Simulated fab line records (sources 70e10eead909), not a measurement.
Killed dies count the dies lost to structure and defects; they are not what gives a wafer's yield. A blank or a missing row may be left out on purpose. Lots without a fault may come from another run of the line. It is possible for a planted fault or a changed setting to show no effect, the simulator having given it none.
Which tool is to blame? + flow nandHarc + 6 lots, 18 wafers sampled, at 2 steps of a route of 1159

## WHAT THE GAUGES READ, wafer by wafer
NHARC_A_ONON_D1_THK_MEAS_27: measures by ellipsometry.
| lot  | measured     | on           | thkNm (nm)                    |
|------|--------------|--------------|-------------------------------|
| L348 | day 8 15:37  | filmMetro-02 | 998 998 999                   |
| L349 | day 8 23:28  | filmMetro-02 | 1012 1016 1014                |
| L350 | day 9 07:12  | filmMetro-01 | 993 991 992                   |
| L354 | day 10 09:33 | filmMetro-01 | 1009 1011 1007                |
| L361 | day 11 22:31 | filmMetro-02 | 1526 1528 1526 1527 1529 1525 |
| L366 | day 13 06:38 | filmMetro-02 | 997 996 996                   |

## WHICH TOOL RAN EACH LOT (tool, then ch and the chambers of the sampled wafers, then the start)
| lot  | NHARC_A_ONON_D1_DEP_25          |
|------|---------------------------------|
| L348 | pecvdOnon-03 ch 0, day 8 15:13  |
| L349 | pecvdOnon-02 ch 0, day 8 23:04  |
| L350 | pecvdOnon-04 ch 0, day 9 06:45  |
| L354 | pecvdOnon-02 ch 0, day 10 09:05 |
| L361 | pecvdOnon-02 ch 0, day 11 21:59 |
| L366 | pecvdOnon-03 ch 0, day 13 06:11 |
- NHARC_A_ONON_D1_DEP_25: target thk 1000 nm.

## THE ANSWER, worked out from the rows above alone
Rule: the usual values come from the lots themselves. The widest of any qualifying gaps counts: lots, ordered by their means at a reading, are off when they make up no more than a third of the lots, leave a main group of 4 or more, and stand apart from it by 3 or more times the standard deviation of that group's means. Not used: any main group whose means are identical at the precision the tables above print for the reading. Also off: a lot with no number at a reading for which 4 or more lots have one. Any other lot the step has rows for is counted as sound.
Off: L361, at NHARC_A_ONON_D1_THK_MEAS_27 (thkNm). For the main group the mean is 1002 nm and the standard deviation 8.2.
If a tool, at a process step before that reading, ran all the lots that are off and no sound lot after the first of them, it fits. Gauges at NHARC_A_ONON_D1_THK_MEAS_27: tried the same way as those tools. One fits: pecvdOnon-02 at NHARC_A_ONON_D1_DEP_25. Its last sound lot is L354 (day 10 09:05), its first lot that is off L361 (day 11 21:59): a fault that began between those two fits.

## WHAT HAD BEEN PUT IN BY THE SIMULATOR
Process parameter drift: pecvdOnon-02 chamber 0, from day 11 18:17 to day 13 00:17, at NHARC_A_ONON_D1_DEP_25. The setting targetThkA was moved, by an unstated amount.
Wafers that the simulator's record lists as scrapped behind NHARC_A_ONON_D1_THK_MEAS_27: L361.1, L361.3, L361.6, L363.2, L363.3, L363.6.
Lots struck among those shown: L361. This agrees with what the rule above found.
